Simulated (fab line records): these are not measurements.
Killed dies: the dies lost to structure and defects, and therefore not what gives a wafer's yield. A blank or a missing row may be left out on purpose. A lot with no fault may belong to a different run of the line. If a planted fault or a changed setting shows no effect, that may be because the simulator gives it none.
Matching of chambers -- flow n5-finfet -- 4 sister chambers for N5_SD_EPI_N_ETCH_45 on rie-diel-04
The step etches SiOCN in CH3F/O2, target depth 6 nm. 8 wafers are shown with their chamber, then 7 later ones without.

WAFERS, EACH WITH ITS CHAMBER
wafer,chamber,drypump-motor-current-A (A),showerhead-plenum-p-Torr (Torr)
L683.3,1,6.0,1.97
L687.4,1,6.0,1.96
L687.6,0,6.5,1.98
L693.2,0,6.5,1.98
L693.4,2,5.9,1.95
L693.6,3,6.0,2.12
L699.4,2,5.8,1.94
L699.5,3,6.0,2.11

WAFERS WITHOUT THEIR CHAMBER
wafer,drypump-motor-current-A (A),showerhead-plenum-p-Torr (Torr)
L699.6,5.9,1.96
L700.1,6.5,1.97
L700.4,6.5,1.97
L700.6,5.9,1.94
L703.1,6.5,1.97
L703.3,5.9,1.96
L703.4,5.9,1.94

CHAMBER TAKEN BY EACH
wafer,from the rows above,in truth
L699.6,can't be placed: 2 or 1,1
L700.1,0,0
L700.4,0,0
L700.6,2,2
L703.1,0,0
L703.3,can't be placed: 2 or 1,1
L703.4,2,2
5 of 7 placed correctly. Not placeable from these rows: 2 (in 2, the candidates include the true chamber). 0 placed wrongly.
How it was worked out, from the rows above alone: a wafer's distance from a chamber is the root of the sum, over the readings, of the square of ((its reading less the chamber's mean) divided by the reading's scatter). If the next closest chamber is less than 2 further off than the closest, the wafer can't be placed; otherwise it belongs to the closest. The mean given for a chamber averages the wafers shown for that chamber. The scatter is the square root of a quotient: the sum, over the shown wafers, of each reading's squared deviation from its chamber's mean, divided by wafers minus chambers.
